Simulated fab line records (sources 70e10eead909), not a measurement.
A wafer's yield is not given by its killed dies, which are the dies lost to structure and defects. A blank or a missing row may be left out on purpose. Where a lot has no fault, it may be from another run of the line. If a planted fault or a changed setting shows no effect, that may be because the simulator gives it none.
fab line records	flow nand-harc
record lots=24	wafers=72	last-day=33
route steps=1302 shown A_SGD_CUT@901 A_SLIT@936 A_WL_FILL@956
lots with no fault: from the same line, run without faults
start-h: the number of hours between the record's first day and the start of the first shown wafer of the lot	wait-h: hours elapsed since this lot's preceding step	" same as the row above	L1.1+2: one row covering several wafers at once	- no value present, or no start provided	* or withheld: withheld	< > ~ a bound
route shown NAME@n: NAME is a module with steps in the file, n the number in the route of the first one	usual: mean and standard deviation over wafers with no fault	same: alike in all rows	chamber/n: place in a boat	sites: each site's reading	_std_site: how widely they spread, as a standard deviation	_edge_site: outer sites' mean less inner sites'	radius-mm: for every site, how far away it sits from the centre of the wafer	mask NAME#n: copy n	behind: tool/chamber where the wafer was last shaped	hold: what put the lot on hold/how long, in hours/how the hold closed	device: transistor that didn't switch, given as n, p or np	end of line: tests run on the same wafers once the route is complete	a step given without rows: its recipe and nothing more	killed: dies that structure and defects cost at the first sort, which is not the same as the wafer's yield	map: the dies of a wafer, with x for killed, . for not killed, _ for no die there
set.NAME: setting as actually run; set.NAME@STEP: the setting as run at that earlier step	model.NAME: the simulator's own value behind a step, which no gauge read
steps of the route over a sample of lots; a table a step, a row a wafer
services: when a tool's chamber went out of use (start-h, in hours from the record's first day, below 0 if earlier), for how many hours, and the reason
## steps
# step NHARC_A_SGD_CUT_CD_MEAS_09
# recipe target-cd-nm=100	landing-energy-ev=500
# usual cd-nm=100.1/0.46
lot.wafer	tool	chamber	start-h	wait-h	cd-nm
L074.2	cd-sem-03	0	447.97	-	100.2
L074.4	"	0	"	"	99.8
L074.6	"	0	"	"	100.0
L075.1	cd-sem-03	0	449.10	-	100.3
L075.5	"	0	"	"	100.0
L075.6	"	0	"	"	100.8
L076.1	cd-sem-02	0	452.52	-	100.1
L076.2	"	0	"	"	99.8
L076.3	"	0	"	"	100.4
L077.2	cd-sem-03	0	463.19	-	99.9
L077.3	"	0	"	"	100.1
L077.4	"	0	"	"	100.2
L078.1	cd-sem-03	0	488.35	-	99.7
L078.2	"	0	"	"	99.5
L078.6	"	0	"	"	100.2
L080.1	cd-sem-03	0	488.70	-	100.1
L080.2	"	0	"	"	100.1
L080.4	"	0	"	"	99.9
L079.1	cd-sem-01	0	489.31	-	100.4
L079.2	"	0	"	"	100.3
L079.6	"	0	"	"	100.3
L081.1	cd-sem-01	0	519.54	-	100.2
L081.5	"	0	"	"	100.1
L081.6	"	0	"	"	99.8
L082.1	cd-sem-01	0	530.17	-	100.6
L082.4	"	0	"	"	100.8
L082.5	"	0	"	"	100.7
L086.2	cd-sem-02	0	537.60	-	99.8
L086.4	"	0	"	"	99.8
L086.6	"	0	"	"	100.0
L085.1	cd-sem-03	0	538.73	-	100.9
L085.4	"	0	"	"	100.7
L085.6	"	0	"	"	101.0
L084.1	cd-sem-01	0	540.46	-	100.3
L084.2	"	0	"	"	99.8
L084.6	"	0	"	"	100.0
L083.2	cd-sem-01	0	542.32	-	100.5
L083.3	"	0	"	"	101.0
L083.4	"	0	"	"	101.0
L087.1	cd-sem-02	0	571.59	-	100.0
L087.2	"	0	"	"	99.6
L087.3	"	0	"	"	100.1
L089.3	cd-sem-02	0	572.03	-	99.7
L089.4	"	0	"	"	100.0
L089.6	"	0	"	"	100.2
L088.4	cd-sem-02	0	590.03	-	99.3
L088.5	"	0	"	"	100.4
L088.6	"	0	"	"	100.2
L090.2	cd-sem-03	0	604.41	-	99.6
L090.3	"	0	"	"	99.8
L090.6	"	0	"	"	99.4
L092.2	cd-sem-03	0	616.63	-	99.6
L092.3	"	0	"	"	99.9
L092.4	"	0	"	"	99.3
L091.1	cd-sem-02	0	617.60	-	100.4
L091.4	"	0	"	"	100.6
L091.5	"	0	"	"	100.3
L093.2	cd-sem-03	0	626.72	-	99.9
L093.4	"	0	"	"	99.5
L093.6	"	0	"	"	99.7
L094.1	cd-sem-03	0	626.92	-	100.0
L094.5	"	0	"	"	100.0
L094.6	"	0	"	"	100.1
L095.1	cd-sem-02	0	637.24	-	101.0
L095.4	"	0	"	"	101.1
L095.6	"	0	"	"	100.3
L096.1	cd-sem-01	0	658.32	-	99.5
L096.5	"	0	"	"	99.8
L096.6	"	0	"	"	99.7
L097.2	cd-sem-02	0	666.03	-	99.9
L097.4	"	0	"	"	100.0
L097.6	"	0	"	"	100.2
# step NHARC_A_SGD_CUT_OVL_MEAS_10
# usual overlay-x-nm=0.2/0.86	overlay-y-nm=-0.3/0.93
lot.wafer	tool	chamber	start-h	wait-h	overlay-x-nm	overlay-y-nm
L074.2	overlay-01	-	448.05	-	-1.3	-0.7
L074.4	"	-	"	"	-1.1	-1.0
L074.6	"	-	"	"	-1.2	-1.5
L075.1	overlay-01	-	449.19	-	-0.8	0.9
L075.5	"	-	"	"	-0.1	0.9
L075.6	"	-	"	"	-0.5	0.9
L076.1	overlay-02	-	452.60	-	-1.8	-1.9
L076.2	"	-	"	"	-1.6	-1.9
L076.3	"	-	"	"	-1.8	-2.2
L077.2	overlay-01	-	463.28	-	1.2	-0.3
L077.3	"	-	"	"	1.4	-0.3
L077.4	"	-	"	"	1.5	-0.2
L078.1	overlay-01	-	488.44	-	0.5	0.6
L078.2	"	-	"	"	1.2	0.7
L078.6	"	-	"	"	0.3	0.1
L080.1	overlay-02	-	488.79	-	0.8	0.2
L080.2	"	-	"	"	0.8	0.4
L080.4	"	-	"	"	0.5	0.8
L079.1	overlay-02	-	489.40	-	0.5	-2.1
L079.2	"	-	"	"	0.3	-2.7
L079.6	"	-	"	"	0.8	-1.6
L081.1	overlay-01	-	519.63	-	-0.6	0.7
L081.5	"	-	"	"	-0.1	0.4
L081.6	"	-	"	"	0.0	0.7
L082.1	overlay-02	-	530.26	-	0.4	-1.3
L082.4	"	-	"	"	-0.1	-0.9
L082.5	"	-	"	"	-0.1	-0.8
L086.2	overlay-02	-	537.69	-	0.8	1.0
L086.4	"	-	"	"	-0.1	0.3
L086.6	"	-	"	"	0.3	-0.2
L085.1	overlay-01	-	538.81	-	2.0	-1.0
L085.4	"	-	"	"	1.9	-1.3
L085.6	"	-	"	"	2.3	-1.0
L084.1	overlay-02	-	540.55	-	0.7	-0.2
L084.2	"	-	"	"	1.1	0.1
L084.6	"	-	"	"	0.8	0.4
L083.2	overlay-02	-	542.41	-	-0.6	-0.6
L083.3	"	-	"	"	-0.4	-1.0
L083.4	"	-	"	"	-0.2	-0.2
L087.1	overlay-01	-	571.68	-	-0.5	0.2
L087.2	"	-	"	"	-0.4	0.1
L087.3	"	-	"	"	-0.3	-0.3
L089.3	overlay-01	-	572.11	-	0.2	-1.5
L089.4	"	-	"	"	0.6	-1.2
L089.6	"	-	"	"	0.2	-1.6
L088.4	overlay-02	-	590.11	-	-0.8	-0.7
L088.5	"	-	"	"	-0.1	-0.5
L088.6	"	-	"	"	-1.1	0.1
L090.2	overlay-02	-	604.50	-	-0.4	-1.2
L090.3	"	-	"	"	-0.8	-0.9
L090.6	"	-	"	"	-0.3	-0.6
L092.2	overlay-02	-	616.72	-	0.3	-1.2
L092.3	"	-	"	"	0.2	-0.2
L092.4	"	-	"	"	0.3	-0.7
L091.1	overlay-01	-	617.69	-	1.7	1.0
L091.4	"	-	"	"	1.5	0.8
L091.5	"	-	"	"	1.2	0.8
L093.2	overlay-01	-	626.81	-	-0.2	-0.5
L093.4	"	-	"	"	0.2	-0.1
L093.6	"	-	"	"	0.4	0.2
L094.1	overlay-01	-	627.01	-	1.3	-1.3
L094.5	"	-	"	"	1.4	-0.3
L094.6	"	-	"	"	1.1	-0.9
L095.1	overlay-02	-	637.33	-	0.6	0.4
L095.4	"	-	"	"	0.3	0.3
L095.6	"	-	"	"	0.8	0.8
L096.1	overlay-01	-	658.40	-	-0.6	-0.6
L096.5	"	-	"	"	-0.7	-0.7
L096.6	"	-	"	"	-0.6	-0.7
L097.2	overlay-02	-	666.11	-	0.6	0.7
L097.4	"	-	"	"	0.6	1.5
L097.6	"	-	"	"	0.9	1.1
# step NHARC_A_SGD_CUT_ETCHBACK_24
# recipe target-depth-a=500	over-etch-frac=0.3	time-s=92.857	ion-energy-ev=120	ch3f-flow-sccm=50	o2-flow-sccm=30	ar-flow-sccm=200	rf-w=500	bias-w=100	chemistry=CH3F/O2
# usual drypump-motor-current-A=5.8/0.49	mfc-ar-sccm=200.0/0.6	oes-product-au=0.96/0.036	rf-vpp-V=243.9/1.8	showerhead-plenum-p-Torr=2.44/0.12	throttle-valve-pct=20.664/0.0093
lot.wafer	tool	chamber	start-h	wait-h	drypump-motor-current-A	mfc-ar-sccm	oes-product-au	rf-hours-counter-h	rf-vpp-V	showerhead-plenum-p-Torr	throttle-valve-pct
L074.2	rie-diel-11	1	454.75	0.2	5.6	198.7	0.92	0.8	241.4	2.30	20.671
L074.6	"	3	"	"	5.4	200.8	0.93	-	241.6	2.30	20.672
L074.4	"	0	"	"	4.9	199.6	0.94	-	242.3	2.38	20.656
L075.1	rie-diel-10	0	454.86	0.2	5.6	199.8	0.93	2.0	245.7	2.64	20.663
L075.6	"	2	"	"	6.1	200.4	0.92	-	244.0	2.40	20.655
L075.5	"	3	"	"	6.3	199.8	0.93	-	244.5	2.52	20.663
L076.3	rie-diel-08	3	459.61	0.1	6.3	199.6	0.92	4.4	245.8	2.61	20.669
L076.1	"	0	"	"	5.6	199.9	0.93	3.9	242.0	2.35	20.645
L076.2	"	2	"	"	5.4	200.0	0.93	4.6	244.9	2.48	20.675
L077.3	rie-diel-08	3	471.60	0.1	6.3	199.6	0.99	4.7	247.0	2.61	20.661
L077.2	"	1	"	"	5.4	199.7	1.00	5.2	243.2	2.40	20.655
L077.4	"	2	"	"	5.3	200.2	1.01	5.0	243.3	2.48	20.661
L078.1	rie-diel-08	3	495.17	0.2	6.3	199.8	0.91	5.7	246.8	2.61	20.660
L078.2	"	1	"	"	5.4	200.8	0.94	6.5	242.6	2.40	20.670
L078.6	"	0	"	"	5.6	200.7	0.92	-	243.1	2.35	20.660
L079.2	rie-diel-10	0	495.17	0.1	5.6	200.5	0.99	4.6	246.5	2.64	20.682
L079.1	"	3	"	"	6.3	199.0	0.99	4.5	244.5	2.52	20.655
L079.6	"	1	"	"	6.1	200.1	1.00	-	243.4	2.33	20.660
L080.1	rie-diel-11	0	495.17	0.1	4.9	198.9	0.92	5.5	243.7	2.38	20.665
L080.4	"	1	"	"	5.6	200.6	0.93	4.3	242.0	2.29	20.686
L080.2	"	2	"	"	6.6	199.2	0.94	2.6	245.9	2.59	20.652
L081.1	rie-diel-11	0	525.96	0.1	4.9	201.0	0.93	8.0	243.4	2.38	20.668
L081.6	"	0	"	"	4.9	199.8	0.92	-	242.9	2.38	20.668
L081.5	"	1	"	"	5.6	199.9	0.92	-	241.5	2.29	20.672
L082.4	rie-diel-08	1	538.69	0.2	5.4	199.1	1.01	8.3	242.9	2.40	20.662
L082.1	"	2	"	"	5.3	199.3	1.02	7.4	245.1	2.48	20.667
L082.5	"	3	"	"	6.3	200.5	0.99	-	247.5	2.61	20.659
L086.2	rie-diel-11	1	544.16	0.1	5.6	201.3	1.00	8.9	241.2	2.29	20.672
L086.4	"	2	"	"	6.6	199.8	1.00	7.4	246.2	2.59	20.676
L086.6	"	1	"	"	5.6	200.0	0.99	-	241.3	2.29	20.667
L084.1	rie-diel-08	1	544.17	0.1	5.4	199.1	0.93	8.9	244.4	2.40	20.643
L084.2	"	3	"	"	6.4	200.2	0.93	8.3	247.1	2.61	20.664
L084.6	"	2	"	"	5.4	200.6	0.93	-	243.7	2.48	20.672
L085.4	rie-diel-10	1	544.18	0.1	6.2	199.8	1.00	6.6	242.7	2.33	20.666
L085.1	"	3	"	"	6.3	199.1	0.99	6.8	244.9	2.52	20.661
L085.6	"	1	"	"	6.1	201.1	1.01	-	242.8	2.33	20.675
L083.4	rie-diel-11	3	548.89	0.1	5.3	200.5	0.93	10.5	241.5	2.30	20.652
L083.2	"	0	"	"	4.9	201.1	0.94	10.1	244.1	2.38	20.648
L083.3	"	1	"	"	5.6	200.2	0.93	9.0	241.8	2.29	20.676
L089.4	rie-diel-10	3	578.01	0.1	6.3	199.9	0.92	8.7	244.9	2.52	20.671
L089.3	"	1	"	"	6.1	200.6	0.93	8.0	242.2	2.33	20.657
L089.6	"	0	"	"	5.6	199.8	0.93	-	245.0	2.64	20.672
L087.3	rie-diel-11	3	578.03	0.1	5.3	200.6	1.00	11.7	242.0	2.30	20.653
L087.1	"	0	"	"	4.9	199.3	1.01	11.2	243.7	2.38	20.657
L087.2	"	1	"	"	5.6	200.2	1.00	10.2	242.1	2.29	20.650
L088.4	rie-diel-08	1	596.61	0.2	5.4	200.3	0.94	2.1	243.2	2.40	20.660
L088.6	"	0	"	"	5.6	199.6	0.94	-	241.5	2.35	20.657
L088.5	"	1	"	"	5.4	199.3	0.94	-	244.2	2.40	20.649
L090.3	rie-diel-08	0	612.53	0.1	5.6	199.3	1.00	2.7	242.6	2.35	20.665
L090.2	"	3	"	"	6.3	199.7	0.98	2.5	246.8	2.61	20.666
L090.6	"	1	"	"	5.4	200.7	1.00	-	243.5	2.40	20.663
L092.2	rie-diel-10	2	624.98	0.1	6.1	199.7	0.98	1.5	241.3	2.39	20.683
L092.3	"	0	"	"	5.6	199.2	0.99	1.5	246.4	2.63	20.673
L092.4	"	1	"	"	6.1	200.7	0.99	1.4	242.4	2.33	20.686
L091.4	rie-diel-11	2	624.99	0.2	6.6	201.9	1.01	0.3	246.0	2.59	20.650
L091.1	"	3	"	"	5.4	198.9	1.01	0.5	240.1	2.29	20.660
L091.5	"	2	"	"	6.6	201.9	1.02	-	245.7	2.59	20.658
L093.4	rie-diel-10	1	633.14	0.2	6.1	200.2	1.00	2.3	242.8	2.33	20.657
L093.2	"	0	"	"	5.6	200.5	0.99	2.5	247.2	2.63	20.656
L093.6	"	1	"	"	6.2	200.4	0.98	-	242.3	2.33	20.674
L094.1	rie-diel-11	3	633.16	0.2	5.3	200.2	1.00	2.3	241.6	2.29	20.662
L094.5	"	2	"	"	6.6	199.4	1.02	-	247.3	2.59	20.657
L094.6	"	3	"	"	5.3	200.1	1.01	-	241.8	2.29	20.675
L095.4	rie-diel-10	1	643.73	0.2	6.1	200.8	0.93	2.7	242.3	2.33	20.664
L095.1	"	2	"	"	6.1	199.8	0.93	2.7	243.3	2.39	20.659
L095.6	"	0	"	"	5.6	200.9	0.94	-	246.0	2.63	20.663
L096.1	rie-diel-10	3	666.14	0.1	6.3	200.1	0.93	4.0	244.8	2.52	20.663
L096.6	"	3	"	"	6.3	199.5	0.92	-	245.9	2.52	20.665
L096.5	"	0	"	"	5.6	200.0	0.92	-	245.5	2.63	20.671
L097.2	rie-diel-11	2	673.13	0.2	6.6	200.1	0.94	5.3	246.1	2.59	20.670
L097.4	"	3	"	"	5.3	200.0	0.93	5.7	239.5	2.29	20.661
L097.6	"	1	"	"	5.6	200.8	0.92	-	242.1	2.29	20.677
# step NHARC_A_SLIT_DESCUM_14
# recipe time-s=3	o2-flow-sccm=200	ar-flow-sccm=0	bias-power-w=0	chemistry=O2
# usual drypump-motor-current-A=5.9/0.4	mfc-ar-sccm=0.006/0.011	oes-product-au=1.003/0.0075	rf-vpp-V=57.9/0.93	showerhead-plenum-p-Torr=1.94/0.085	throttle-valve-pct=11.312/0.0094
# same bias-power-w=0
lot.wafer	tool	chamber	start-h	wait-h	drypump-motor-current-A	mfc-ar-sccm	oes-product-au	rf-hours-counter-h	rf-vpp-V	showerhead-plenum-p-Torr	throttle-valve-pct
L074.2	rie-diel-09	2	460.96	0.1	5.3	0	1.015	7.8	57.1	1.80	11.304
L074.4	"	1	"	"	6.2	0	1.004	7.0	56.2	1.89	11.320
L074.6	"	2	"	"	5.3	0	1.015	-	58.3	1.80	11.340
L075.1	rie-diel-13	0	462.12	0.1	6.2	0	0.999	5.0	58.0	1.98	11.300
L075.6	"	3	"	"	6.1	0	1.004	-	57.5	2.03	11.309
L075.5	"	1	"	"	6.3	0	1.007	-	56.9	1.86	11.324
L076.1	rie-diel-13	3	466.71	0.1	6.1	0	1.010	6.6	58.9	2.03	11.303
L076.2	"	0	"	"	6.2	0	1.008	6.0	58.6	1.98	11.306
L076.3	"	1	"	"	6.3	0	1.002	6.2	58.0	1.86	11.309
L077.3	rie-diel-13	3	477.32	0.1	6.1	0	1.017	7.8	57.3	2.03	11.315
L077.2	"	0	"	"	6.2	0	1.006	7.1	57.7	1.98	11.301
L077.4	"	2	"	"	5.8	0.028	0.990	5.7	58.7	1.94	11.322
L078.2	rie-diel-13	0	503.63	0.1	6.2	0	1.000	8.1	56.9	1.98	11.327
L078.1	"	3	"	"	6.1	0	1.010	9.0	58.4	2.03	11.302
L078.6	"	0	"	"	6.2	0	0.990	-	59.6	1.98	11.329
L079.2	rie-diel-13	1	505.80	0.1	6.3	0	1.013	8.6	58.8	1.86	11.305
L079.1	"	0	"	"	6.2	0	1.000	8.6	57.3	1.98	11.304
L079.6	"	2	"	"	5.8	0.028	0.999	-	57.4	1.94	11.320
L080.2	rie-diel-09	2	506.28	0.1	5.4	0	1.009	0	59.0	1.80	11.290
L080.4	"	0	"	"	6.2	0	1.001	0	57.5	2.05	11.316
L080.1	"	1	"	"	6.2	0	1.001	0	58.2	1.89	11.309
L081.1	rie-diel-13	2	531.26	0.1	5.9	0.028	1.002	0.2	58.9	1.94	11.304
L081.6	"	3	"	"	6.1	0	1.003	-	58.9	2.03	11.308
L081.5	"	0	"	"	6.2	0	0.997	-	56.8	1.98	11.318
L082.1	rie-diel-09	2	543.89	0.1	5.3	0	1.014	1.8	57.0	1.80	11.307
L082.4	"	3	"	"	6.0	0.026	1.009	2.3	58.4	1.96	11.327
L082.5	"	1	"	"	6.2	0	1.004	-	56.1	1.89	11.313
L084.2	rie-diel-02	2	549.80	0.1	6.3	0.010	0.993	3.6	57.8	2.03	11.304
L084.1	"	3	"	"	5.3	0.020	1.010	4.5	57.7	1.81	11.307
L084.6	"	1	"	"	5.1	0.020	1.011	-	59.3	2.05	11.312
L086.2	rie-diel-13	2	549.96	0.1	5.9	0.028	0.990	1.1	57.4	1.94	11.312
L086.4	"	3	"	"	6.1	0	1.006	1.1	58.5	2.03	11.318
L086.6	"	1	"	"	6.3	0	1.005	-	57.7	1.86	11.314
L085.4	rie-diel-09	1	550.10	0.1	6.2	0	1.006	3.3	58.2	1.89	11.315
L085.1	"	0	"	"	6.2	0	1.011	3.8	60.1	2.05	11.296
L085.6	"	1	"	"	6.2	0	1.006	-	59.0	1.89	11.321
L083.3	rie-diel-13	3	559.20	0.1	6.1	0	1.008	1.7	57.7	2.03	11.308
L083.2	"	0	"	"	6.2	0	1.003	2.3	56.4	1.98	11.305
L083.4	"	1	"	"	6.2	0	1.007	2.9	59.1	1.86	11.326
L089.4	rie-diel-09	3	586.38	0.1	6.1	0.026	0.996	5.0	58.0	1.96	11.319
L089.3	"	1	"	"	6.1	0	0.990	4.7	57.0	1.89	11.311
L089.6	"	3	"	"	6.1	0.026	1.005	-	57.7	1.96	11.321
L087.2	rie-diel-13	0	586.78	0.1	6.2	0	0.985	3.7	59.0	1.98	11.312
L087.1	"	1	"	"	6.3	0	0.999	4.2	57.4	1.86	11.329
L087.3	"	3	"	"	6.1	0	1.011	2.7	56.9	2.03	11.324
L088.4	rie-diel-09	0	602.26	0.1	6.2	0	0.996	6.7	57.6	2.04	11.317
L088.6	"	1	"	"	6.2	0	1.002	-	58.4	1.89	11.303
L088.5	"	2	"	"	5.3	0	1.012	-	58.5	1.80	11.300
L090.3	rie-diel-09	0	618.18	0.1	6.2	0	1.010	7.6	60.0	2.04	11.314
L090.2	"	3	"	"	6.0	0.026	1.008	7.2	58.7	1.96	11.305
L090.6	"	0	"	"	6.2	0	1.006	-	58.3	2.04	11.311
L092.3	rie-diel-13	3	630.20	0.1	6.1	0	1.010	4.9	58.2	2.03	11.314
L092.2	"	1	"	"	6.3	0	0.998	6.9	57.9	1.86	11.329
L092.4	"	2	"	"	5.8	0.028	0.999	5.6	56.7	1.94	11.323
L091.1	rie-diel-09	3	630.65	0.1	6.1	0.026	1.006	8.9	56.9	1.96	11.334
L091.4	"	2	"	"	5.4	0	0.998	7.7	57.1	1.80	11.297
L091.5	"	3	"	"	6.1	0.026	0.999	-	59.3	1.96	11.305
L093.4	rie-diel-09	0	638.31	0.1	6.2	0	1.006	10.3	58.4	2.04	11.308
L093.2	"	2	"	"	5.3	0	0.994	8.8	57.9	1.80	11.311
L093.6	"	1	"	"	6.2	0	0.999	-	58.8	1.88	11.304
L094.1	rie-diel-02	3	638.46	0.1	5.3	0.020	1.016	1.4	58.2	1.81	11.302
L094.6	"	3	"	"	5.3	0.020	1.009	-	55.8	1.81	11.311
L094.5	"	0	"	"	5.1	0	1.000	-	57.8	1.85	11.312
L095.4	rie-diel-13	2	649.02	0.1	5.8	0.028	0.995	6.9	58.0	1.94	11.320
L095.1	"	0	"	"	6.2	0	0.990	8.0	57.4	1.98	11.309
L095.6	"	1	"	"	6.3	0	1.000	-	57.4	1.86	11.308
L096.1	rie-diel-02	1	672.01	0.1	5.1	0.020	1.012	2.2	60.5	2.05	11.307
L096.5	"	3	"	"	5.3	0.020	1.004	-	57.6	1.80	11.307
L096.6	"	0	"	"	5.2	0	1.009	-	56.8	1.84	11.292
L097.2	rie-diel-02	3	682.03	0.1	5.4	0.020	1.006	4.2	56.5	1.80	11.324
L097.4	"	1	"	"	5.0	0.020	1.002	2.8	57.9	2.05	11.309
L097.6	"	0	"	"	5.1	0	0.989	-	56.6	1.85	11.306
# step NHARC_A_SLIT_CD_MEAS_21
# usual cd-nm=289.7/0.62
lot.wafer	tool	chamber	start-h	wait-h	cd-nm
L074.2	cd-sem-01	-	468.93	-	290.7
L074.4	"	-	"	"	291.0
L074.6	"	-	"	"	290.5
L075.1	cd-sem-01	-	470.99	-	289.2
L075.5	"	-	"	"	289.5
L075.6	"	-	"	"	290.1
L076.1	cd-sem-01	-	477.04	-	290.8
L076.2	"	-	"	"	290.6
L076.3	"	-	"	"	290.6
L077.2	cd-sem-01	-	483.58	-	290.0
L077.3	"	-	"	"	289.8
L077.4	"	-	"	"	289.8
L078.1	cd-sem-02	-	509.91	-	290.6
L078.2	"	-	"	"	290.6
L078.6	"	-	"	"	290.1
L079.1	cd-sem-03	-	512.08	-	289.2
L079.2	"	-	"	"	289.1
L079.6	"	-	"	"	288.9
L080.1	cd-sem-03	-	513.69	-	288.9
L080.2	"	-	"	"	289.2
L080.4	"	-	"	"	289.6
L081.1	cd-sem-01	-	537.55	-	290.7
L081.5	"	-	"	"	290.0
L081.6	"	-	"	"	290.3
L082.1	cd-sem-02	-	550.22	-	289.3
L082.4	"	-	"	"	289.3
L082.5	"	-	"	"	288.8
L084.1	cd-sem-02	-	556.07	-	289.6
L084.2	"	-	"	"	289.9
L084.6	"	-	"	"	289.4
L086.2	cd-sem-03	-	556.23	-	290.7
L086.4	"	-	"	"	290.2
L086.6	"	-	"	"	290.6
L085.1	cd-sem-02	-	559.93	-	290.4
L085.4	"	-	"	"	290.1
L085.6	"	-	"	"	289.7
L083.2	cd-sem-02	-	565.49	-	290.1
L083.3	"	-	"	"	289.8
L083.4	"	-	"	"	289.5
L089.3	cd-sem-01	-	592.73	-	289.4
L089.4	"	-	"	"	289.5
L089.6	"	-	"	"	289.6
L087.1	cd-sem-01	-	594.67	-	289.6
L087.2	"	-	"	"	290.3
L087.3	"	-	"	"	290.5
L088.4	cd-sem-03	-	608.54	-	289.8
L088.5	"	-	"	"	289.6
L088.6	"	-	"	"	290.1
L090.2	cd-sem-01	-	624.45	-	289.4
L090.3	"	-	"	"	290.4
L090.6	"	-	"	"	289.9
L092.2	cd-sem-01	-	636.52	-	289.2
L092.3	"	-	"	"	289.7
L092.4	"	-	"	"	289.4
L091.1	cd-sem-03	-	640.36	-	289.1
L091.4	"	-	"	"	288.9
L091.5	"	-	"	"	289.7
L093.2	cd-sem-01	-	647.00	-	289.0
L093.4	"	-	"	"	289.1
L093.6	"	-	"	"	288.9
L094.1	cd-sem-01	-	648.41	-	288.3
L094.5	"	-	"	"	288.8
L094.6	"	-	"	"	288.6
L095.1	cd-sem-02	-	655.38	-	289.0
L095.4	"	-	"	"	290.4
L095.6	"	-	"	"	288.7
L096.1	cd-sem-03	-	678.28	-	289.8
L096.5	"	-	"	"	289.9
L096.6	"	-	"	"	289.9
L097.2	cd-sem-01	-	692.15	-	289.5
L097.4	"	-	"	"	289.8
L097.6	"	-	"	"	289.7
# step NHARC_A_WL_FILL_CVD_03
# recipe target-thk-a=400	temp-c=300	pressure-torr=40	wf6-flow-sccm=40	h2-flow-sccm=1600	ar-flow-sccm=1560	time-s=279	material=W
# usual heater-power-w=458/22	mfc-ar-sccm=1561/4.1	mfc-h2-sccm=1600/5	throttle-valve-pct=8.0/0.33
lot.wafer	tool	chamber	start-h	wait-h	heater-power-w	mfc-ar-sccm	mfc-h2-sccm	throttle-valve-pct
L074.2	cvd-w-02	1	476.51	0.1	470	1558	1594	8.2
L074.4	"	1	"	"	467	1559	1602	8.4
L074.6	"	1	"	"	468	1550	1594	8.5
L075.1	cvd-w-01	0	478.97	0.1	483	1564	1595	8.3
L075.6	"	1	"	"	452	1563	1595	7.3
L075.5	"	0	"	"	482	1560	1595	8.3
L076.2	cvd-w-02	1	487.05	0.1	474	1560	1599	8.3
L076.1	"	0	"	"	423	1563	1598	7.8
L076.3	"	1	"	"	498	1556	1599	8.3
L077.2	cvd-w-01	1	491.40	0.1	458	1560	1607	7.5
L077.4	"	1	"	"	455	1558	1599	7.6
L077.3	"	0	"	"	482	1565	1601	8.8
L078.1	cvd-w-01	1	517.81	0.1	458	1555	1604	7.5
L078.2	"	0	"	"	483	1558	1596	8.6
L078.6	"	1	"	"	461	1560	1602	7.8
L080.1	cvd-w-02	0	530.43	0.1	428	1563	1596	7.9
L080.2	"	1	"	"	467	1559	1603	8.4
L080.4	"	0	"	"	440	1565	1606	8.4
L079.1	cvd-w-01	0	530.61	0.1	477	1559	1599	8.4
L079.2	"	1	"	"	460	1561	1595	7.7
L079.6	"	1	"	"	467	1563	1602	7.7
L081.1	cvd-w-01	0	545.23	0.1	484	1560	1599	8.6
L081.6	"	0	"	"	486	1562	1607	8.3
L081.5	"	1	"	"	466	1560	1595	7.7
L082.1	cvd-w-02	1	558.36	0.1	476	1565	1595	8.3
L082.4	"	0	"	"	436	1561	1597	7.6
L082.5	"	1	"	"	475	1564	1599	8.5
L084.2	cvd-w-02	1	564.18	0.1	477	1560	1599	8.1
L084.1	"	0	"	"	432	1568	1603	7.8
L084.6	"	1	"	"	464	1556	1603	8.4
L086.2	cvd-w-01	0	564.19	0.1	456	1556	1602	8.2
L086.4	"	1	"	"	455	1562	1597	7.6
L086.6	"	0	"	"	457	1559	1604	8.3
L085.1	cvd-w-01	1	568.96	0.1	451	1557	1593	7.7
L085.4	"	1	"	"	460	1562	1602	7.8
L085.6	"	1	"	"	453	1561	1597	7.6
L083.2	cvd-w-02	0	574.49	0.3	432	1560	1595	7.9
L083.4	"	0	"	"	416	1559	1596	8.1
L083.3	"	1	"	"	481	1567	1593	8.4
L089.4	cvd-w-01	1	600.55	0.2	464	1558	1597	7.7
L089.3	"	0	"	"	454	1561	1602	8.4
L089.6	"	0	"	"	474	1560	1602	8.3
L087.1	cvd-w-02	1	602.23	0.1	487	1565	1601	8.6
L087.2	"	0	"	"	428	1560	1597	7.8
L087.3	"	0	"	"	428	1560	1603	8.1
L088.4	cvd-w-02	1	616.25	0.2	485	1558	1614	8.4
L088.5	"	0	"	"	424	1552	1597	8.1
L088.6	"	1	"	"	475	1556	1608	8.5
L090.2	cvd-w-01	1	632.11	0.1	454	1559	1592	7.7
L090.3	"	1	"	"	466	1564	1603	7.9
L090.6	"	1	"	"	471	1566	1605	7.9
L092.2	cvd-w-01	0	644.12	0.1	450	1565	1593	8.2
L092.4	"	0	"	"	460	1564	1598	8.4
L092.3	"	1	"	"	470	1564	1607	7.8
L091.1	cvd-w-02	0	647.95	0.1	418	1562	1594	7.6
L091.4	"	0	"	"	419	1558	1597	7.6
L091.5	"	1	"	"	473	1554	1586	8.0
L093.2	cvd-w-01	0	654.62	0.1	456	1566	1605	8.3
L093.4	"	1	"	"	474	1560	1591	7.8
L093.6	"	1	"	"	465	1563	1601	8.0
L094.1	cvd-w-02	0	654.76	0.1	409	1560	1611	7.5
L094.5	"	0	"	"	414	1560	1611	7.7
L094.6	"	1	"	"	481	1560	1605	8.3
L095.1	cvd-w-01	0	664.29	0.1	467	1550	1605	8.2
L095.4	"	0	"	"	448	1555	1608	8.5
L095.6	"	0	"	"	457	1549	1604	8.3
L096.1	cvd-w-01	1	685.85	0.1	454	1567	1603	7.6
L096.5	"	1	"	"	468	1554	1601	8.2
L096.6	"	1	"	"	458	1561	1608	7.9
L097.2	cvd-w-02	0	699.85	0.1	411	1568	1605	7.6
L097.4	"	1	"	"	472	1566	1605	8.4
L097.6	"	1	"	"	481	1563	1605	8.0
## services
tool	chamber	start-h	hours	kind
rie-diel-11	-	433.11	9.0	pm
rie-diel-11	2	442.22	32.9	repair
rie-diel-10	3	445.59	1.3	repair
cvd-w-02	-	450.10	13.0	pm
rie-diel-13	2	458.45	13.4	repair
rie-diel-11	1	481.83	6.2	repair
rie-diel-09	-	497.10	9.0	pm
rie-diel-08	2	502.04	13.8	repair
cvd-w-01	-	504.87	1.0	repair
rie-diel-13	-	519.00	9.0	pm
rie-diel-10	-	541.25	0.4	repair
cvd-w-01	-	547.00	13.0	pm
rie-diel-11	2	585.21	2.0	repair
rie-diel-11	1	594.15	10.2	repair
rie-diel-10	-	596.50	9.0	pm
rie-diel-11	-	610.42	9.0	pm
rie-diel-11	0	627.77	4.4	repair
cvd-w-02	-	631.10	13.0	pm
cvd-w-01	0	664.89	7.7	repair
rie-diel-09	-	674.10	9.0	pm
cvd-w-01	0	678.50	75.9	repair
rie-diel-13	0	680.93	8.2	repair
rie-diel-09	1	683.68	3.0	repair
rie-diel-13	-	696.00	9.0	pm
## key
fault none
